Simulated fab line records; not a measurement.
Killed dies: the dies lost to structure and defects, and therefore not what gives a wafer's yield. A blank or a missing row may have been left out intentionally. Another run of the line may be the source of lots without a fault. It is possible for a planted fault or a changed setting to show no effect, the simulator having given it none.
Chamber matching    flow nand-harc    cmp-01 running NHARC_A_DECK1_JOINT_CMP_02: 4 sister chambers
The step polishes SiOx. 22 wafers are shown with their chamber, then 11 later ones without.

== WAFERS WITH THEIR CHAMBER ==
wafer   chamber  motor-current-A (A)
L075.1  0        14.4
L075.4  1        13.5
L075.5  0        13.8
L075.2  2        12.9
L075.3  3        12.0
L075.6  1        14.1
L077.3  1        13.7
L077.4  3        12.7
L077.6  0        13.6
L079.1  1        13.6
L079.2  3        12.6
L079.4  0        13.5
L082.1  1        13.4
L082.2  3        12.3
L082.4  0        13.7
L082.3  2        13.1
L082.5  0        13.4
L082.6  1        13.8
L083.2  2        13.8
L083.3  0        13.5
L083.4  1        14.0
L083.1  3        12.4

SIGNATURES (means of the wafers above)
reading          chamber 0  chamber 1  chamber 2  chamber 3  scatter within a chamber
motor-current-A  13.700     13.729     13.267     12.400     0.318
Rule: for each reading, subtract the chamber's mean from the wafer's reading, divide by that reading's scatter and square the result; add these up over the readings and take the root, which gives the wafer's distance from the chamber. If the next closest chamber is less than 2 further off than the closest, the wafer can't be placed; otherwise it belongs to the closest. How the scatter is found: for the shown wafers, subtract from each reading the mean of its chamber, square and add these, divide the total by (wafers less chambers), then take the root.

== WAFERS WITHOUT THEIR CHAMBER ==
wafer   motor-current-A (A)
L083.5  13.9
L083.6  13.5
L088.1  13.3
L088.4  13.2
L088.5  13.6
L092.1  12.7
L092.3  12.1
L092.6  12.9
L094.4  13.1
L094.5  13.5
L094.6  14.4

== THE CHAMBER EACH PASSED THROUGH ==
wafer   from the rows above                in truth
L083.5  can't be placed: 1 or 0 or 2       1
L083.6  can't be placed: 0 or 1 or 2       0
L088.1  can't be placed: 2 or 0 or 1       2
L088.4  can't be placed: 2 or 0 or 1       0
L088.5  can't be placed: 0 or 1 or 2       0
L092.1  can't be placed: 3 or 2            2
L092.3  3                                  3
L092.6  can't be placed: 2 or 3 or 0 or 1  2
L094.4  can't be placed: 2 or 0 or 1 or 3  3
L094.5  can't be placed: 0 or 1 or 2       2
L094.6  can't be placed: 1 or 0 or 2       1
Correct placement for 1 of the 11. Unplaceable from these rows: 10, with the true chamber sitting among the candidates in 10. Number placed wrongly: 0.
